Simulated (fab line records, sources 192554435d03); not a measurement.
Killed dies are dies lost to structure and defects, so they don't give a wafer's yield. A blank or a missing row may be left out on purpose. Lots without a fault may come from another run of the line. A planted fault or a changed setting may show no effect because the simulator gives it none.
Problem report in the 8D (eight disciplines) form, filled by code | flow n5_finfet | the parts of the form that need people (team, actions taken, sign-off) are left out

1. THE PROBLEM
killed_at_front_end at N5_PASSIVATION_PROBE_49 reads a mean of 656 on 3 wafers of 2 lots; wafers without a fault read 45 with a standard deviation of 14. That is +44 standard deviations from the usual mean.
First seen on wafer L515.2, day 15 00:40, on prober-02. The record holds 23 wafers of 8 lots with a number at this step. Rule for "out", or "out of limits": more than 4 standard deviations from the usual mean. The other wafers with a number count as sound.

2. WHAT IT IS AND WHAT IT IS NOT
question                    | is                                                                                                                                         | is not
which readings at this step | killed_at_front_end, defect_limited_yield, killed_dies, killed_on_rim, sort_bin_5_function, sort_bin_6_memory, sort_n_pass, sort_yield_pct | killed_at_M4_up, killed_at_contacts, killed_at_other, sort_bin_4_leakage
which lots                  | L515, L519                                                                                                                                 | L508, L510, L512, L516, L517, L527
which wafers of those lots  | L515.2, L515.5, L519.6                                                                                                                     | L515.4, L519.3, L519.5
read on which tools         | prober-02                                                                                                                                  | prober-01
when                        | from day 15 00:40                                                                                                                          | up to then (12 sound wafers); but 8 sound wafers of L515, L517, L519, L527 came after

3. SUSPECTS, AND WHAT RULES EACH OUT
Counting: a tool at a process step up to the reading stays a suspect if it ran every lot that is out. Sound lots after the first of them don't rule it out here, since some wafers of a struck lot are sound.
- cmp-01 at N5_ILD0_CMP_03 (polishes, stops on SiNx, t overpolish 1.9 s, target thk 197.38 nm): kept. It ran every lot that is out, first L515 (day 5 19:18); its last sound lot up to then is L512 (day 4 17:43).
- rie_diel-05 at N5_PASSIVATION_STRIP_48 (strips in O2): kept. It ran every lot that is out, first L515 (day 14 22:00); its last sound lot up to then is L508 (day 13 03:53).
- prober-02 at N5_PASSIVATION_PROBE_49: kept. It ran every lot that is out, first L515 (day 15 00:40); its last sound lot up to then is L516 (day 14 20:46). Its own readings are out on those wafers: defect_limited_yield, killed_at_front_end, killed_dies, killed_on_rim, sort_bin_5_function, sort_bin_6_memory, sort_n_pass, sort_yield_pct.
- Within cmp-01 at N5_ILD0_CMP_03: the wafers that are out ran in chamber 2; their sound lot-mates ran in chambers 0, 1.
Left after counting: cmp-01 at N5_ILD0_CMP_03, rie_diel-05 at N5_PASSIVATION_STRIP_48, prober-02 at N5_PASSIVATION_PROBE_49.

4. THE CAUSE (what the simulator had put in)
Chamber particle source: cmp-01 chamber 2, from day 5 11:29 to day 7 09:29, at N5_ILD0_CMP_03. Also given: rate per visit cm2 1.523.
Counting left 3 suspects, and this tool is among them.

5. THE CHAIN OF EFFECTS, in route order
Each row: a reading whose mean over the struck wafers that have a number lies more than 3 standard deviations from the usual. Only readings for which the record gives a usual standard deviation are gone through. hours: the time from each lot's start at the first step in this table that gives one to its start at this step, as a median over the lots. sigmas: the change in usual standard deviations.
hours | step                    | reading              | usual  | on struck wafers | change | sigmas
0     | N5_PASSIVATION_PROBE_49 | defect_limited_yield | 90.5 % | 41.3             | -49.2  | -29
0     | N5_PASSIVATION_PROBE_49 | killed_at_front_end  | 45     | 656              | +611   | +44
0     | N5_PASSIVATION_PROBE_49 | killed_dies          | 112    | 693              | +581   | +28
0     | N5_PASSIVATION_PROBE_49 | killed_on_rim        | 15     | 95               | +80    | +18
0     | N5_PASSIVATION_PROBE_49 | sort_bin_5_function  | 5.6 %  | 35.9             | +30.3  | +25
0     | N5_PASSIVATION_PROBE_49 | sort_bin_6_memory    | 3.5 %  | 17.8             | +14.3  | +21
0     | N5_PASSIVATION_PROBE_49 | sort_n_pass          | 1068   | 487              | -581   | -28
0     | N5_PASSIVATION_PROBE_49 | sort_yield_pct       | 90.5 % | 41.3             | -49.2  | -27
The process steps in it:
- N5_PASSIVATION_PROBE_49

6. WHAT WOULD HAVE CAUGHT IT SOONER
In this record the first reading out of limits was taken at day 15 00:40, 229 hours after the fault began at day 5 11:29.
Of the tool readings at N5_ILD0_CMP_03 for which the record gives a usual standard deviation, none was out on any struck wafer, so an alarm limit of 4 standard deviations on them would not have fired.
All the lots that are out (2) had begun N5_ILD0_CMP_03 on cmp-01 by day 15 00:40. A hold on the tool at that time would have spared none of them.
